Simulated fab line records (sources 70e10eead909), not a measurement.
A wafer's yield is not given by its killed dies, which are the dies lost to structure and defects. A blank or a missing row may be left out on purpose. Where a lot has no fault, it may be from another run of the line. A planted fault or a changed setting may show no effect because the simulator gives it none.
Chamber matching -- flow nand-harc -- NHARC_P_M2_CMP_23 on cmp-01: 4 sister chambers
The step polishes, t overpolish 20 s, target thk 144.3 nm. 15 wafers are shown with their chamber, then 7 later ones without.

WAFERS PAIRED WITH THEIR CHAMBERS
wafer,chamber,motor-current-A (A),time-to-endpoint-s (s)
L408.3,2,11.7,31.1
L408.5,3,12.4,31.4
L408.6,0,11.2,29.5
L410.2,2,11.2,28.7
L410.4,3,12.8,31.5
L410.5,2,11.2,30.8
L411.2,2,11.6,26.7
L411.5,2,11.3,27.3
L411.6,1,11.3,24.2
L413.3,3,13.3,30.8
L413.4,0,12.5,28.4
L413.5,2,11.8,24.8
L417.1,3,13.1,27.3
L417.4,2,11.2,25.3
L418.4,2,11.2,31.3

SIGNATURES (means of the wafers above)
reading,chamber 0,chamber 1,chamber 2,chamber 3,scatter within a chamber
motor-current-A,11.850,11.300,11.400,12.900,0.401
time-to-endpoint-s,28.950,24.200,28.250,30.250,2.35
Rule: for a wafer and a chamber, the distance is found by dividing, reading by reading, the gap between the wafer's reading and the chamber's mean by the reading's scatter, squaring, summing and taking the root. The wafer belongs to the nearest chamber; if the next one is less than 2 further off, it can't be placed. The scatter: the root of (the sum of the squares of (reading less its chamber's mean) over the shown wafers, divided by (wafers less chambers)).

WAFERS WHOSE CHAMBER IS MISSING
wafer,motor-current-A (A),time-to-endpoint-s (s)
L418.5,11.3,27.7
L420.2,12.5,32.8
L420.4,11.9,32.2
L420.5,11.8,34.3
L424.2,11.9,28.2
L424.4,13.0,27.9
L424.5,13.2,29.2

WHICH CHAMBER EACH WENT THROUGH
wafer,from the rows above,in truth
L418.5,can't be placed: 2 or 0 or 1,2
L420.2,can't be placed: 3 or 0 or 2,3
L420.4,can't be placed: 0 or 2 or 3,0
L420.5,can't be placed: 0 or 2 or 3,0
L424.2,can't be placed: 0 or 2 or 1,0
L424.4,can't be placed: 3 or 0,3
L424.5,3,3
Correctly placed: 1 of 7. These rows do not allow placing 6 (true chamber among the candidates in 6). Wrongly placed: 0.
